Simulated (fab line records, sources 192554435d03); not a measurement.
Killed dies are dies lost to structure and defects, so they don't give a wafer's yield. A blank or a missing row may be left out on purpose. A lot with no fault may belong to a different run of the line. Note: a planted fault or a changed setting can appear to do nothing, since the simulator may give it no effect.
One fault seen from 3 desks	flow n5_finfet	each desk holds nothing but its own numbers, with what lay behind them at the end

AT THE METROLOGY DESK
What the gauges read for every lot (on any tool): the sampled wafers with a number, averaged. Any lot whose mean is over 4 standard deviations away from the usual mean is out of limits and marked OUT; that distance is given in the brackets. Shown here are 7 of its 12 readings, the ones lying furthest out on some lot.
Columns: A = DIBL_P at N5_BEOL_M4_RC_MEAS_101, usual 36.9 mV/V; B = IOFF_P at N5_BEOL_M4_RC_MEAS_101, usual 0.22 nA/um; C = ION_P at N5_BEOL_M4_RC_MEAS_101, usual 465 uA/um; D = SS_N at N5_BEOL_M4_RC_MEAS_101, usual 71.6 mV/dec; E = VT_P at N5_BEOL_M4_RC_MEAS_101, usual -250 mV; F = cd_nm at N5_BEOL_M7_CD_MEAS_18, usual 39.8 nm; G = trench_depth_nm at N5_BEOL_M7_OCD_MEAS_38, usual 92.8 nm
lot	first seen here	A	B	C	D	E	F	G
L138	day 8 08:59	40.0	0.25	466	72.6	-250	39.2	93.4
L140	day 8 23:42	36.8	0.17	457	71.6	-255	39.7	90.9
L142	day 9 05:26	36.2	0.19	467	71.2	-253	40.7	90.8
L143	day 10 06:22	37.0	0.22	471	72.1	-249	39.7	92.8
L149	day 11 11:24	38.4	0.29	476	71.3	-246	39.8	95.5
L150	day 11 11:40	38.0	0.23	466	71.7	-247	38.6	91.0
L155	day 12 08:43	35.7	0.19	463	72.0	-250	40.2	93.5
L156	day 13 04:05	36.3	0.22	459	71.4	-249	40.5	91.7
L161	day 13 21:44	38.0	0.21	463	71.5	-252	38.8	93.2
Result from this desk: across the 9 lots, nothing is out of limits.

THE DEFECT DESK
Lot by lot, what the route's inspections counted, given as the mean of those sampled wafers with a number. Any lot whose mean is over 4 standard deviations away from the usual mean is out of limits and marked OUT; that distance is given in the brackets.
Columns: A = raw_defect_count at N5_BEOL_M6_INSPECT_58, usual 70
lot	first seen here	A
L138	day 9 08:00	71
L140	day 9 21:52	49
L142	day 9 23:24	58
L143	day 11 07:18	56
L150	day 12 09:10	46
L149	day 12 12:21	72
L155	day 13 05:55	55
L156	day 14 01:40	123
L161	day 14 19:15	92
Result from this desk: across the 9 lots, nothing is out of limits.

THE TOOL OWNER'S DESK: rie_diel-02
The tool's own readings at N5_BEOL_M7_ETCH_62 (etches SOC in N2/H2, target depth 110 nm, overetch 22 nm, time 165 s): means of the sampled wafers that have a number, for each lot that ran on this tool. Any lot whose mean is over 4 standard deviations away from the usual mean is out of limits and marked OUT; that distance is given in the brackets.
Columns: A = drypump_motor_current_A at N5_BEOL_M7_ETCH_62, usual 5.6 A; B = oes_product_au at N5_BEOL_M7_ETCH_62, usual 0.65 a.u.; C = rf_vpp_V at N5_BEOL_M7_ETCH_62, usual 524.0 V; D = showerhead_plenum_p_Torr at N5_BEOL_M7_ETCH_62, usual 2.55 Torr; E = throttle_valve_pct at N5_BEOL_M7_ETCH_62, usual 17.87 %
lot	first seen here	A	B	C	D	E
L138	day 9 11:08	5.4	0.63	523.9	2.54	17.85
L142	day 10 01:37	5.8	0.64	524.7	2.53	17.80
L143	day 11 08:52	5.8	0.59	523.6	2.51	17.98
L150	day 12 11:00	5.5	0.58	524.4	2.54	17.77
L149	day 12 15:42	5.5	0.58	522.5	2.54	17.77
Result from this desk: across the 5 lots, nothing is out of limits.

BROUGHT TOGETHER
Metrology desk: nothing out of limits seen.
Nothing out of limits was seen by the defect desk.
The desk of the tool owner found nothing out of limits.

WHAT THE SIMULATOR HAD INSERTED
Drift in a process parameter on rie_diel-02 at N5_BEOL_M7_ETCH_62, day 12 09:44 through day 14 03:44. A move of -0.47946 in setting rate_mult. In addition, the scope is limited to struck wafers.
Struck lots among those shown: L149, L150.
